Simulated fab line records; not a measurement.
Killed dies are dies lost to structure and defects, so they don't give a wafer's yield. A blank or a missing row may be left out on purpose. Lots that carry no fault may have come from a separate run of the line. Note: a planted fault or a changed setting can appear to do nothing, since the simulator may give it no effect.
fab line records -- flow n5_finfet
record: lots: 7, wafers: 39
route steps=1938 shown ZERO_LAYER@4 SD_EPI_N@278 SDB@347 GATE_CUT@510 BEOL_M0_SAQP@636 BEOL_M2@857
start_h: hours from the record's opening day to when the first of the lot's shown wafers began -- wait_h: how many hours have passed since the lot's step before this one -- " repeats the value in the row above -- L1.1+2: a row that stands for several wafers -- - no value, or no start given -- * or withheld: withheld -- < > ~ a bound
route shown NAME@n: names a module that has steps shown in the file, with the first one's number in the route -- usual: mean and standard deviation over wafers with no fault -- same: alike in all rows -- chamber/n: place in a boat -- sites: the reading at each site -- _std_site: standard deviation of those values -- _edge_site: mean of outer sites minus mean of inner sites -- radius_mm: how far each site lies from the wafer's centre -- mask NAME#n: copy n -- behind: the tool/chamber that last shaped the wafer -- hold: cause of the lot's hold/its duration in hours/its outcome -- device: the transistor (n, p or np) that didn't switch -- end of line: at the end of the route, the tests of the same wafers -- for a step that has no rows: nothing shown but its recipe -- killed: not the wafer's yield, but the dies lost to structure and defects at the first sort -- map: dies across one wafer; x = killed, . = not, _ = none there
set.NAME: setting as actually run; set.NAME@STEP: the setting as run at that earlier step -- model.NAME: the simulator's own value behind a step, which no gauge read
lots where settings were altered on purpose, with a table for each step and a row for each wafer
== steps ==
step: N5_ZERO_LAYER_PECVD_02
recipe: material: SiO2, target_thk_a: 100, temp_c: 400, precursor: SiH4/N2O, pressure_torr: 0.75, rf_w: 275, time_s: 6
lot.wafer,tool,chamber,start_h,wait_h,set.time_s,model.SiO2_of_ZERO_LAYER_PECVD_02.thk_nm
L074.1,pecvd-03,0,12.28,0.0,7.809,13.1
L074.2,pecvd-03,1,12.28,0.0,7.809,12.93
L074.3,pecvd-03,2,12.28,0.0,7.809,12.88
L074.4,pecvd-03,0,12.28,0.0,6,10.24
L074.5,pecvd-03,2,12.28,0.0,6,10.22
L074.6,pecvd-03,1,12.28,0.0,6,9.962
L077.1,pecvd-03,0,30.28,0.0,7.542,12.57
L077.2,pecvd-03,1,30.28,0.0,7.542,12.32
L077.3,pecvd-03,0,30.28,0.0,6,10.23
L077.4,pecvd-03,1,30.28,0.0,6,10.04
L077.5,pecvd-03,1,30.28,0.0,6,10.02
L077.6,pecvd-03,0,30.28,0.0,7.542,12.81
L080.1,pecvd-03,0,48.28,0.0,7.454,12.08
L080.2,pecvd-03,0,48.28,0.0,7.454,12.17
L080.3,pecvd-03,0,48.28,0.0,7.454,12.25
L080.4,pecvd-03,0,48.28,0.0,6,9.802
L080.5,pecvd-03,0,48.28,0.0,6,9.831
L080.6,pecvd-03,0,48.28,0.0,6,9.823
L081.1,pecvd-03,0,54.28,0.0,6,9.931
L081.2,pecvd-03,2,54.28,0.0,6,9.955
L081.3,pecvd-03,0,54.28,0.0,6,9.96
L081.4,pecvd-03,2,54.28,0.0,6,10.07
L081.5,pecvd-03,0,54.28,0.0,6,10.11
L081.6,pecvd-03,2,54.28,0.0,6,9.928
L084.1,pecvd-01,0,72.47,0.0,2.983,5.158
L084.2,pecvd-01,2,72.47,0.0,6,9.931
L084.3,pecvd-01,1,72.47,0.0,6,10.16
L084.4,pecvd-01,2,72.47,0.0,2.983,4.9
L084.5,pecvd-01,0,72.47,0.0,6,10.26
L084.6,pecvd-01,1,72.47,0.0,2.983,5.147
L088.1,pecvd-04,0,96.29,0.0,3.573,5.708
L088.2,pecvd-04,1,96.29,0.0,3.573,5.787
L088.3,pecvd-04,1,96.29,0.0,6,10.03
L088.4,pecvd-04,0,96.29,0.0,6,10.01
L088.5,pecvd-04,0,96.29,0.0,6,9.95
L088.6,pecvd-04,1,96.29,0.0,3.573,5.883
L096.2,pecvd-01,1,144.28,0.0,6,10.13
L096.3,pecvd-01,0,144.28,0.0,6,10.03
L096.5,pecvd-01,0,144.28,0.0,6,10.21
step: N5_ZERO_LAYER_DEVELOP_10
recipe: develop_time_s: 60, rinse_liquid: diw, dry: air_spin, dev_temp_c: 21
lot.wafer,tool,chamber,start_h,wait_h,set.develop_time_s
L074.1+3+6,litho_track-05,0,-,-,60
L074.2+4+5,litho_track-05,0,-,-,69.47
L077.1+4+6,litho_track-05,0,-,-,60
L077.2+3+5,litho_track-05,0,-,-,81.47
L080.1+2+6,litho_track-05,0,-,-,30.03
L080.3+4+5,litho_track-05,0,-,-,60
L081.1+2+5,litho_track-04,0,-,-,60
L081.3+4+6,litho_track-04,0,-,-,39.88
L084.1+3+5,litho_track-04,0,-,-,79.32
L084.2+4+6,litho_track-04,0,-,-,60
L088.1+3+5,litho_track-02,0,-,-,60
L088.2+4+6,litho_track-02,0,-,-,90.55
L096.2+3+5,litho_track-05,0,-,-,60
step: N5_ZERO_LAYER_HARDBAKE_23
recipe: temp_c: 130, time_s: 120
step: N5_ZERO_LAYER_CD_MEAS_11
recipe: target_cd_nm: 2000, landing_energy_ev: 500, detector: se_inlens
usual: cd_nm: 2000.8/2.1
lot.wafer,tool,chamber,start_h,wait_h,set.develop_time_s@ZERO_LAYER_DEVELOP_10,cd_nm
L074.1,cd_sem-01,0,12.77,-,60,2003.3
L074.2,cd_sem-01,0,12.77,-,69.47,2002.1
L074.3,cd_sem-01,0,12.77,-,60,2000.4
L074.4,cd_sem-01,0,12.77,-,69.47,2004.6
L074.5,cd_sem-01,0,12.77,-,69.47,2004.6
L074.6,cd_sem-01,0,12.77,-,60,2000.5
L077.1,cd_sem-02,0,30.68,-,60,2002.1
L077.2,cd_sem-02,0,30.68,-,81.47,2008.5
L077.3,cd_sem-02,0,30.68,-,81.47,2009.0
L077.4,cd_sem-02,0,30.68,-,60,2001.7
L077.5,cd_sem-02,0,30.68,-,81.47,2010.7
L077.6,cd_sem-02,0,30.68,-,60,2000.0
L080.1,cd_sem-01,0,48.74,-,30.03,1986.5
L080.2,cd_sem-01,0,48.74,-,30.03,1984.0
L080.3,cd_sem-01,0,48.74,-,60,1999.2
L080.4,cd_sem-01,0,48.74,-,60,1998.0
L080.5,cd_sem-01,0,48.74,-,60,1999.3
L080.6,cd_sem-01,0,48.74,-,30.03,1983.3
L081.1,cd_sem-03,0,54.66,-,60,1998.3
L081.2,cd_sem-03,0,54.66,-,60,2000.0
L081.3,cd_sem-03,0,54.66,-,39.88,1990.7
L081.4,cd_sem-03,0,54.66,-,39.88,1989.5
L081.5,cd_sem-03,0,54.66,-,60,1999.7
L081.6,cd_sem-03,0,54.66,-,39.88,1990.4
L084.1,cd_sem-02,0,72.95,-,79.32,2006.7
L084.2,cd_sem-02,0,72.95,-,60,2000.6
L084.3,cd_sem-02,0,72.95,-,79.32,2005.8
L084.4,cd_sem-02,0,72.95,-,60,2001.2
L084.5,cd_sem-02,0,72.95,-,79.32,2005.6
L084.6,cd_sem-02,0,72.95,-,60,2003.9
L088.1,cd_sem-02,0,96.80,-,60,2000.3
L088.2,cd_sem-02,0,96.80,-,90.55,2008.7
L088.3,cd_sem-02,0,96.80,-,60,2000.5
L088.4,cd_sem-02,0,96.80,-,90.55,2006.4
L088.5,cd_sem-02,0,96.80,-,60,2001.5
L088.6,cd_sem-02,0,96.80,-,90.55,2008.4
L096.2,cd_sem-02,0,144.64,-,60,1998.0
L096.3,cd_sem-02,0,144.64,-,60,1998.1
L096.5,cd_sem-02,0,144.64,-,60,1998.6
step: N5_ZERO_LAYER_DESCUM_16
recipe: chemistry: O2, time_s: 7.9, source_power_w: 50, bias_power_w: 20, pressure_mtorr: 20, rf_frequency_hz: 2.712e+07, temp_c: 40, o2_flow_sccm: 225
lot.wafer,tool,chamber,start_h,wait_h,set.develop_time_s@ZERO_LAYER_DEVELOP_10,model.ZERO_LAYER.cd_nm
L074.1,rie_diel-04,1,12.80,0.0,60,2003
L074.2,rie_diel-04,0,12.80,0.0,69.47,2002
L074.3,rie_diel-04,3,12.80,0.0,60,2000
L074.4+5,rie_diel-04,"1,3",12.80,0.0,69.47,2004
L074.6,rie_diel-04,0,12.80,0.0,60,2001
L077.1+4,rie_diel-04,"1,0",30.75,0.1,60,2002
L077.2,rie_diel-04,3,30.75,0.1,81.47,2008
L077.3,rie_diel-04,0,30.75,0.1,81.47,2009
L077.5,rie_diel-04,1,30.75,0.1,81.47,2010
L077.6,rie_diel-04,3,30.75,0.1,60,2000
L080.1,rie_diel-05,0,48.80,0.1,30.03,1987
L080.2+6,rie_diel-05,3,48.80,0.1,30.03,1984
L080.3+5,rie_diel-05,1,48.80,0.1,60,1999
L080.4,rie_diel-05,0,48.80,0.1,60,1998
L081.1,rie_diel-04,3,54.70,0.0,60,1998
L081.2+5,rie_diel-04,1,54.70,0.0,60,2000
L081.3,rie_diel-04,0,54.70,0.0,39.88,1991
L081.4,rie_diel-04,0,54.70,0.0,39.88,1989
L081.6,rie_diel-04,3,54.70,0.0,39.88,1990
L084.1,rie_diel-05,0,72.99,0.0,79.32,2007
L084.2,rie_diel-05,3,72.99,0.0,60,2000
L084.3,rie_diel-05,2,72.99,0.0,79.32,2006
L084.4,rie_diel-05,1,72.99,0.0,60,2001
L084.5,rie_diel-05,1,72.99,0.0,79.32,2005
L084.6,rie_diel-05,0,72.99,0.0,60,2004
L088.1+3,rie_diel-05,"2,0",96.83,0.0,60,2000
L088.2,rie_diel-05,1,96.83,0.0,90.55,2009
L088.4,rie_diel-05,3,96.83,0.0,90.55,2006
L088.5,rie_diel-05,0,96.83,0.0,60,2001
L088.6,rie_diel-05,3,96.83,0.0,90.55,2008
L096.2,rie_diel-04,0,144.68,0.0,60,1998
L096.3+5,rie_diel-04,"2,0",144.68,0.0,60,1999
step: N5_SD_EPI_N_ETCH_45
recipe: chemistry: CH3F/O2, target: SiOCN, target_depth_a: 60, mask_material: SOC, ion_energy_ev: 60, bias_w: 29, pressure_mtorr: 15, source_w: 410, Ar_flow_sccm: 150, CH3F_flow_sccm: 30, O2_flow_sccm: 20
lot.wafer,tool,chamber,start_h,wait_h,set.target_depth_a,model.etch.depth_nm
L074.1,rie_diel-03,1,48.93,0.1,46.17,4.652
L074.2,rie_diel-03,2,48.93,0.1,46.17,4.516
L074.3,rie_diel-03,0,48.93,0.1,60,5.914
L074.4,rie_diel-03,3,48.93,0.1,60,5.997
L074.5,rie_diel-03,0,48.93,0.1,46.17,4.525
L074.6,rie_diel-03,1,48.93,0.1,60,6.031
L077.1,rie_diel-06,3,70.58,0.1,60,6.13
L077.2,rie_diel-06,2,70.58,0.1,60,5.887
L077.3,rie_diel-06,0,70.58,0.1,34.02,3.372
L077.4,rie_diel-06,2,70.58,0.1,34.02,3.356
L077.5,rie_diel-06,3,70.58,0.1,60,6.137
L077.6,rie_diel-06,0,70.58,0.1,34.02,3.378
L080.1,rie_diel-06,3,85.96,0.1,60,6.126
L080.2,rie_diel-06,2,85.96,0.1,60,5.88
L080.3,rie_diel-06,0,85.96,0.1,60,5.984
L080.4,rie_diel-06,1,85.96,0.1,60,6.15
L080.5,rie_diel-06,2,85.96,0.1,60,5.943
L080.6,rie_diel-06,3,85.96,0.1,60,6.085
L081.1,rie_diel-06,1,95.21,0.1,60,6.03
L081.2,rie_diel-06,3,95.21,0.1,60,6.039
L081.3,rie_diel-06,0,95.21,0.1,60,5.84
L081.4,rie_diel-06,2,95.21,0.1,60,5.8
L081.5,rie_diel-06,2,95.21,0.1,60,5.812
L081.6,rie_diel-06,3,95.21,0.1,60,6.055
L084.1,rie_diel-03,3,110.50,0.1,43.32,4.354
L084.2,rie_diel-03,0,110.50,0.1,60,5.836
L084.3,rie_diel-03,1,110.50,0.1,43.32,4.296
L084.4,rie_diel-03,0,110.50,0.1,43.32,4.233
L084.5,rie_diel-03,3,110.50,0.1,60,6.009
L084.6,rie_diel-03,1,110.50,0.1,60,5.923
L088.1,rie_diel-03,2,136.54,0.1,28.02,2.736
L088.2,rie_diel-03,3,136.54,0.1,28.02,2.799
L088.3,rie_diel-03,1,136.54,0.1,28.02,2.815
L088.4,rie_diel-03,3,136.54,0.1,60,5.946
L088.5,rie_diel-03,2,136.54,0.1,60,5.822
L088.6,rie_diel-03,1,136.54,0.1,60,6.016
L096.2,rie_diel-06,1,181.25,0.1,60,6.128
L096.3,rie_diel-06,3,181.25,0.1,60,6.13
L096.5,rie_diel-06,3,181.25,0.1,60,6.178
step: N5_SDB_HM_DEP_00
recipe: material: SiNx, target_thk_a: 400, temp_c: 400, precursor: SiH4/NH3/N2, pressure_torr: 1.5, rf_w: 300, time_s: 35.3
lot.wafer,tool,chamber,start_h,wait_h,set.time_s,model.SiNx_of_SDB_HM_DEP_00.thk_nm
L074.1+5+6,pecvd-04,"0,2,0",69.06,0.0,22.47,25.2
L074.2,pecvd-04,2,69.06,0.0,35.3,39
L074.3,pecvd-04,0,69.06,0.0,35.3,40.2
L074.4,pecvd-04,2,69.06,0.0,35.3,39.2
L077.1,pecvd-01,2,87.50,0.0,35.3,38.6
L077.2,pecvd-01,1,87.50,0.0,25.01,28.2
L077.3,pecvd-01,0,87.50,0.0,25.01,28.8
L077.4,pecvd-01,0,87.50,0.0,25.01,29
L077.5,pecvd-01,2,87.50,0.0,35.3,39.8
L077.6,pecvd-01,1,87.50,0.0,35.3,40
L080.1,pecvd-01,0,102.69,0.0,35.3,40.6
L080.2,pecvd-01,2,102.69,0.0,29.4,33.6
L080.3,pecvd-01,1,102.69,0.0,35.3,40
L080.4,pecvd-01,2,102.69,0.0,35.3,40.4
L080.5+6,pecvd-01,"1,0",102.69,0.0,29.4,34.2
L081.1+5,pecvd-03,"1,2",113.25,0.0,35.3,39
L081.2,pecvd-03,2,113.25,0.0,54.66,60.6
L081.3,pecvd-03,0,113.25,0.0,35.3,39.8
L081.4,pecvd-03,0,113.25,0.0,54.66,62.2
L081.6,pecvd-03,1,113.25,0.0,54.66,62
L084.1,pecvd-03,1,126.52,0.0,52.65,59.2
L084.2,pecvd-03,0,126.52,0.0,52.65,59.4
L084.3,pecvd-03,2,126.52,0.0,35.3,39.4
L084.4,pecvd-03,1,126.52,0.0,35.3,40
L084.5,pecvd-03,2,126.52,0.0,52.65,60
L084.6,pecvd-03,0,126.52,0.0,35.3,41.2
L088.1,pecvd-01,1,151.75,0.0,49.78,56
L088.2,pecvd-01,2,151.75,0.0,49.78,55.2
L088.3,pecvd-01,0,151.75,0.0,35.3,39.8
L088.4+6,pecvd-01,"1,2",151.75,0.0,35.3,40
L088.5,pecvd-01,0,151.75,0.0,49.78,57.2
L096.2,pecvd-01,1,199.62,0.0,35.3,39.4
L096.3+5,pecvd-01,"0,2",199.62,0.0,35.3,40
step: N5_SDB_COAT_03
recipe: resist: SOC, temp_c: 250, time_s: 60, spin_rpm: 1500, resist_thk_nm: 100
step: N5_SDB_COAT_04
recipe: resist: SiARC, temp_c: 220, time_s: 60, spin_rpm: 1500, resist_thk_nm: 18
step: N5_SDB_STRIP_19
recipe: chemistry: N2/H2, temp_c: 40, n2_flow_sccm: 200, h2_flow_sccm: 200, rf_frequency_hz: 6e+07
step: N5_SDB_STRIP_21
recipe: chemistry: CF4, resist: SiARC, power_w: 300, bias_power_w: 75, pressure_mtorr: 50, cf4_flow_sccm: 150, rf_frequency_hz: 6e+07
step: N5_SDB_HM_OPEN_20
recipe: chemistry: CH3F/O2, target: SiNx, mask_material: SOC, target_depth_a: 240, stop_on: poly-Si, over_etch_frac: 0.4, ion_energy_ev: 120, pressure_mtorr: 30, source_w: 395, bias_w: 73, Ar_flow_sccm: 150, CH3F_flow_sccm: 30, O2_flow_sccm: 20
lot.wafer,tool,chamber,start_h,wait_h,set.time_s@SDB_HM_DEP_00,model.etch.depth_nm
L074.1,rie_diel-06,0,69.73,0.0,22.47,9.142
L074.2,rie_diel-06,2,69.73,0.0,35.3,23.03
L074.3,rie_diel-06,3,69.73,0.0,35.3,24.2
L074.4,rie_diel-06,0,69.73,0.0,35.3,23.15
L074.5,rie_diel-06,2,69.73,0.0,22.47,9.158
L074.6,rie_diel-06,3,69.73,0.0,22.47,9.103
L077.1,rie_diel-03,3,88.26,0.0,35.3,22.57
L077.2,rie_diel-03,1,88.26,0.0,25.01,12.26
L077.3,rie_diel-03,2,88.26,0.0,25.01,12.84
L077.4,rie_diel-03,0,88.26,0.0,25.01,13.05
L077.5,rie_diel-03,3,88.26,0.0,35.3,23.72
L077.6,rie_diel-03,0,88.26,0.0,35.3,24.04
L080.1,rie_diel-03,0,103.50,0.0,35.3,24.65
L080.2,rie_diel-03,3,103.50,0.0,29.4,17.6
L080.3,rie_diel-03,1,103.50,0.0,35.3,23.98
L080.4,rie_diel-03,1,103.50,0.0,35.3,24.37
L080.5,rie_diel-03,0,103.50,0.0,29.4,18.2
L080.6,rie_diel-03,3,103.50,0.0,29.4,18.19
L081.1,rie_diel-03,3,114.03,0.0,35.3,22.94
L081.2,rie_diel-03,1,114.03,0.0,54.66,33.47
L081.3,rie_diel-03,0,114.03,0.0,35.3,23.86
L081.4,rie_diel-03,1,114.03,0.0,54.66,33.41
L081.5,rie_diel-03,3,114.03,0.0,35.3,23.02
L081.6,rie_diel-03,0,114.03,0.0,54.66,32.87
L084.1,rie_diel-06,3,127.98,0.0,52.65,34.14
L084.2,rie_diel-06,1,127.98,0.0,52.65,33.95
L084.3,rie_diel-06,0,127.98,0.0,35.3,23.49
L084.4,rie_diel-06,2,127.98,0.0,35.3,24.04
L084.5,rie_diel-06,2,127.98,0.0,52.65,32.87
L084.6,rie_diel-06,1,127.98,0.0,35.3,25.22
L088.1,rie_diel-01,3,152.53,0.0,49.78,34.09
L088.2,rie_diel-01,0,152.53,0.0,49.78,32.86
L088.3,rie_diel-01,2,152.53,0.0,35.3,23.84
L088.4,rie_diel-01,1,152.53,0.0,35.3,23.92
L088.5,rie_diel-01,2,152.53,0.0,49.78,34
L088.6,rie_diel-01,1,152.53,0.0,35.3,24.03
L096.2,rie_diel-01,2,200.26,0.0,35.3,23.47
L096.3,rie_diel-01,0,200.26,0.0,35.3,24.08
L096.5,rie_diel-01,3,200.26,0.0,35.3,23.99
step: N5_GATE_CUT_ALD_22
recipe: material: SiNx, target_thk_a: 160, temp_c: 400, ald_precursor_family: SiH2I2, ald_co_reactant: N2/H2-plasma, pulse_time_s: 1, ald_cycles: 320, purge_time_s: 2, co_reactant_purge_time_s: 2, pressure_torr: 2
lot.wafer,tool,chamber,start_h,wait_h,set.ald_cycles,model.SiNx_of_GATE_CUT_ALD_22.thk_nm
L074.1+3+5,ald_sin-02,"1,3,3",87.86,0.2,320,16
L074.2,ald_sin-02,0,87.86,0.2,162,8
L074.4+6,ald_sin-02,2,87.86,0.2,162,8.2
L077.1+2+3,ald_sin-02,"2,3,1",106.96,0.0,320,16
L077.4+6,ald_sin-02,0,106.96,0.0,449,22.2
L077.5,ald_sin-02,3,106.96,0.0,449,22.4
L080.1+3+5,ald_sin-01,"0,1,1",122.63,0.0,320,16
L080.2,ald_sin-01,3,122.63,0.0,499,24.8
L080.4+6,ald_sin-01,2,122.63,0.0,499,25
L081.1,ald_sin-03,0,132.19,0.0,372,18.8
L081.2+3+4,ald_sin-03,"3,1,2",132.19,0.0,320,16
L081.5+6,ald_sin-03,"3,0",132.19,0.0,372,18.6
L084.1+2+3,ald_sin-02,"3,1,0",147.50,1.0,320,16
L084.4+5+6,ald_sin-02,"2,1,2",147.50,1.0,438,22
L088.1,ald_sin-02,0,171.21,0.0,488,24.2
L088.2+3+4,ald_sin-02,"2,1,3",171.21,0.0,320,16
L088.5+6,ald_sin-02,"2,1",171.21,0.0,488,24.4
L096.2+3+5,ald_sin-02,"2,1,0",218.91,0.2,320,16
step: N5_BEOL_M0_SAQP_PECVD_96
recipe: material: a-Si, target_thk_a: 450, temp_c: 350, precursor: SiH4/He, pressure_torr: 3, rf_w: 100, time_s: 45.2
lot.wafer,tool,chamber,start_h,wait_h,set.time_s,model.a-Si_of_BEOL_M0_SAQP_PECVD_96.thk_nm
L074.1,pecvd-03,2,111.58,0.0,37.61,37.2
L074.2,pecvd-03,1,111.58,0.0,37.61,36.8
L074.3,pecvd-03,0,111.58,0.0,45.2,44
L074.4,pecvd-03,1,111.58,0.0,45.2,44.6
L074.5,pecvd-03,2,111.58,0.0,45.2,45.4
L074.6,pecvd-03,0,111.58,0.0,37.61,37.6
L077.1,pecvd-03,0,127.19,0.0,66.45,65
L077.2,pecvd-03,1,127.19,0.0,45.2,43.2
L077.3,pecvd-03,2,127.19,0.0,66.45,65.6
L077.4,pecvd-03,0,127.19,0.0,45.2,44.6
L077.5,pecvd-03,2,127.19,0.0,45.2,44.8
L077.6,pecvd-03,1,127.19,0.0,66.45,65.8
L080.1+5,pecvd-04,"2,1",142.64,0.0,45.2,45.4
L080.2,pecvd-04,0,142.64,0.0,45.2,45.2
L080.3,pecvd-04,1,142.64,0.0,45.2,44.4
L080.4,pecvd-04,0,142.64,0.0,45.2,45.8
L080.6,pecvd-04,2,142.64,0.0,45.2,46.2
L081.1,pecvd-04,1,154.25,0.0,66.9,66.2
L081.2+3,pecvd-04,"2,0",154.25,0.0,45.2,44.8
L081.4,pecvd-04,2,154.25,0.0,66.9,67.6
L081.5,pecvd-04,0,154.25,0.0,66.9,67
L081.6,pecvd-04,1,154.25,0.0,45.2,45.4
L084.1,pecvd-04,2,171.71,0.0,45.2,44.8
L084.2,pecvd-04,0,171.71,0.0,45.2,45
L084.3,pecvd-04,1,171.71,0.0,45.2,45.2
L084.4,pecvd-04,2,171.71,0.0,45.2,45.8
L084.5,pecvd-04,1,171.71,0.0,45.2,46.2
L084.6,pecvd-04,0,171.71,0.0,45.2,45.4
L088.1+5,pecvd-04,"2,1",193.09,0.0,32.44,33
L088.2+3,pecvd-04,"0,1",193.09,0.0,45.2,44.8
L088.4,pecvd-04,0,193.09,0.0,32.44,33.2
L088.6,pecvd-04,2,193.09,0.0,45.2,46
L096.2,pecvd-03,2,238.09,0.0,45.2,44.2
L096.3,pecvd-03,0,238.09,0.0,45.2,44
L096.5,pecvd-03,1,238.09,0.0,45.2,44.6
step: N5_BEOL_M0_SAQP_PECVD_97
recipe: material: SiNx, target_thk_a: 230, temp_c: 350, precursor: SiH4/NH3/N2, pressure_torr: 1.5, rf_w: 300, time_s: 19.9
step: N5_BEOL_M0_SAQP_PECVD_04
recipe: material: a-Si, target_thk_a: 600, temp_c: 350, precursor: SiH4/He, pressure_torr: 3, rf_w: 100, time_s: 60.2
step: N5_BEOL_M0_SAQP_ETCH_101
recipe: chemistry: CH3F/O2, target: SiNx, mask_material: SiO2, target_depth_a: 299, time_s: 42.7, pressure_mtorr: 30, source_w: 395, bias_w: 73, Ar_flow_sccm: 150, CH3F_flow_sccm: 30, O2_flow_sccm: 20, ion_energy_ev: 120
step: N5_BEOL_M0_SAQP_ETCH_102
recipe: chemistry: CF4, target: SiO2, target_depth_a: 40, ion_energy_ev: 350, time_s: 4.4, pressure_mtorr: 10, icp_w: 800, bias_w: 400, cf4_flow_sccm: 80
step: N5_BEOL_M0_SAQP_MANDREL_ETCH_103
recipe: chemistry: HBr/Cl2, target: a-Si, target_depth_a: 450, bt_time_s: 10, stop_on: SiCN, mask_material: SiO2, over_etch_frac: 0.8, time_s: 27, pressure_mtorr: 10, icp_w: 800, bias_w: 75, HBr_flow_sccm: 150, Cl2_flow_sccm: 80, ends: end_point
usual: oes_product_au: 0.677/0.013
lot.wafer,tool,chamber,start_h,wait_h,set.time_s@BEOL_M0_SAQP_PECVD_96,oes_product_au,model.etch.depth_nm
L074.1,rie_si-01,1,114.85,0.0,37.61,0.606,37.28
L074.2,rie_si-01,3,114.85,0.0,37.61,0.612,36.84
L074.3,rie_si-01,0,114.85,0.0,45.2,0.660,44.07
L074.4,rie_si-01,2,114.85,0.0,45.2,0.678,44.54
L074.5,rie_si-01,3,114.85,0.0,45.2,0.684,45.32
L074.6,rie_si-01,2,114.85,0.0,37.61,0.611,37.62
L077.1,rie_si-01,1,130.50,0.0,66.45,0.837,65.01
L077.2,rie_si-01,3,130.50,0.0,45.2,0.665,43.21
L077.3,rie_si-01,2,130.50,0.0,66.45,0.866,65.58
L077.4,rie_si-01,0,130.50,0.0,45.2,0.678,44.6
L077.5,rie_si-01,0,130.50,0.0,45.2,0.682,44.8
L077.6,rie_si-01,3,130.50,0.0,66.45,0.862,65.85
L080.1,rie_si-03,0,145.78,0.0,45.2,0.686,45.38
L080.2,rie_si-03,2,145.78,0.0,45.2,0.701,45.18
L080.3,rie_si-03,1,145.78,0.0,45.2,0.672,44.49
L080.4,rie_si-03,2,145.78,0.0,45.2,0.708,45.87
L080.5,rie_si-03,1,145.78,0.0,45.2,0.680,45.36
L080.6,rie_si-03,0,145.78,0.0,45.2,0.688,46.13
L081.1,rie_si-03,3,156.62,0.0,66.9,0.857,66.11
L081.2,rie_si-03,0,156.62,0.0,45.2,0.669,44.78
L081.3,rie_si-03,1,156.62,0.0,45.2,0.669,44.74
L081.4,rie_si-03,2,156.62,0.0,66.9,0.905,67.6
L081.5,rie_si-03,3,156.62,0.0,66.9,0.867,66.96
L081.6,rie_si-03,0,156.62,0.0,45.2,0.673,45.42
L084.1,rie_si-01,2,175.08,0.0,45.2,0.676,44.78
L084.2,rie_si-01,1,175.08,0.0,45.2,0.665,44.92
L084.3,rie_si-01,0,175.08,0.0,45.2,0.683,45.2
L084.4,rie_si-01,3,175.08,0.0,45.2,0.691,45.8
L084.5,rie_si-01,0,175.08,0.0,45.2,0.695,46.1
L084.6,rie_si-01,3,175.08,0.0,45.2,0.691,45.44
L088.1,rie_si-06,2,196.41,0.0,32.44,0.575,33.08
L088.2,rie_si-06,3,196.41,0.0,45.2,0.658,44.76
L088.3,rie_si-06,1,196.41,0.0,45.2,0.680,44.84
L088.4,rie_si-06,0,196.41,0.0,32.44,0.580,33.15
L088.5,rie_si-06,1,196.41,0.0,32.44,0.577,32.91
L088.6,rie_si-06,2,196.41,0.0,45.2,0.690,45.93
L096.2,rie_si-03,3,240.71,0.0,45.2,0.664,44.11
L096.3,rie_si-03,2,240.71,0.0,45.2,0.693,44.1
L096.5,rie_si-03,3,240.71,0.0,45.2,0.670,44.65
step: N5_BEOL_M2_DESCUM_16
recipe: chemistry: O2, time_s: 7, source_power_w: 50, bias_power_w: 20, pressure_mtorr: 20, rf_frequency_hz: 2.712e+07, temp_c: 40, resist: CAR-EUV, o2_flow_sccm: 225
lot.wafer,tool,chamber,start_h,wait_h,set.time_s,model.CAR-EUV_of_BEOL_M2_COAT_05.thk_nm
L074.1+6,rie_diel-03,2,132.91,0.0,7,26
L074.2+3+5,rie_diel-03,"3,1,1",132.91,0.0,8.853,25
L074.4,rie_diel-03,3,132.91,0.0,7,25.8
L077.1,rie_diel-01,2,150.18,0.0,7,25.8
L077.2+3+6,rie_diel-01,"0,1,1",150.18,0.0,8.565,25.2
L077.4+5,rie_diel-01,"3,2",150.18,0.0,7,26
L080.1+5,rie_diel-01,"2,0",166.53,0.0,7,26
L080.2+3+6,rie_diel-01,"3,0,1",166.53,0.0,4.471,27.4
L080.4,rie_diel-01,1,166.53,0.0,7,26.2
L081.1+2+3+4+6,rie_diel-03,"2,3,0,1,1",186.08,0.1,7,26
L081.5,rie_diel-03,2,186.08,0.1,7,26.2
L084.1+2,rie_diel-03,"0,3",199.92,0.0,7,26
L084.3+5+6,rie_diel-03,"1,2,1",199.92,0.0,9.125,25
L084.4,rie_diel-03,2,199.92,0.0,7,26.2
L088.1+3+4,rie_diel-01,"1,0,0",215.04,0.0,7,26
L088.2+5+6,rie_diel-01,"3,3,1",215.04,0.0,4.361,27.4
L096.2,rie_diel-06,2,262.63,0.0,7,26
L096.3+5,rie_diel-06,"3,0",262.63,0.0,7,26.2
== key ==
split: step: N5_ZERO_LAYER_PECVD_02, setting: time_s, stated: 6, by: wafer
response: step: N5_ZERO_LAYER_PECVD_02, reading: model.SiO2_of_ZERO_LAYER_PECVD_02.thk_nm, change: +0.0996, per: 1%, r: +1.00
split: step: N5_ZERO_LAYER_DEVELOP_10, setting: develop_time_s, stated: 60, by: wafer
response: step: N5_ZERO_LAYER_CD_MEAS_11, reading: cd_nm, change: +0.209, per: 1%, r: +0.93
response: step: N5_ZERO_LAYER_DESCUM_16, reading: model.ZERO_LAYER.cd_nm, change: +0.209, per: 1%, r: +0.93
split: step: N5_SD_EPI_N_ETCH_45, setting: target_depth_a, stated: 60, by: wafer
response: step: N5_SD_EPI_N_ETCH_45, reading: model.etch.depth_nm, change: +0.0601, per: 1%, r: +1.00
split: step: N5_SDB_HM_DEP_00, setting: time_s, stated: 35.3, by: wafer
response: step: N5_SDB_HM_DEP_00, reading: model.SiNx_of_SDB_HM_DEP_00.thk_nm, change: +0.395, per: 1%, r: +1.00
response: step: N5_SDB_HM_OPEN_20, reading: model.etch.depth_nm, change: +0.246, per: 1%, r: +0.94
split: step: N5_GATE_CUT_ALD_22, setting: ald_cycles, stated: 320, by: wafer
response: step: N5_GATE_CUT_ALD_22, reading: model.SiNx_of_GATE_CUT_ALD_22.thk_nm, change: +0.159, per: 1%, r: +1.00
split: step: N5_BEOL_M0_SAQP_PECVD_96, setting: time_s, stated: 45.2, by: wafer
response: step: N5_BEOL_M0_SAQP_PECVD_96, reading: model.a-Si_of_BEOL_M0_SAQP_PECVD_96.thk_nm, change: +0.451, per: 1%, r: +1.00
response: step: N5_BEOL_M0_SAQP_MANDREL_ETCH_103, reading: oes_product_au, change: +0.00397, per: 1%, r: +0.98
response: step: N5_BEOL_M0_SAQP_MANDREL_ETCH_103, reading: model.etch.depth_nm, change: +0.45, per: 1%, r: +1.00
split: step: N5_BEOL_M2_DESCUM_16, setting: time_s, stated: 7, by: wafer
response: step: N5_BEOL_M2_DESCUM_16, reading: model.CAR-EUV_of_BEOL_M2_COAT_05.thk_nm, change: -0.036, per: 1%, r: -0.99
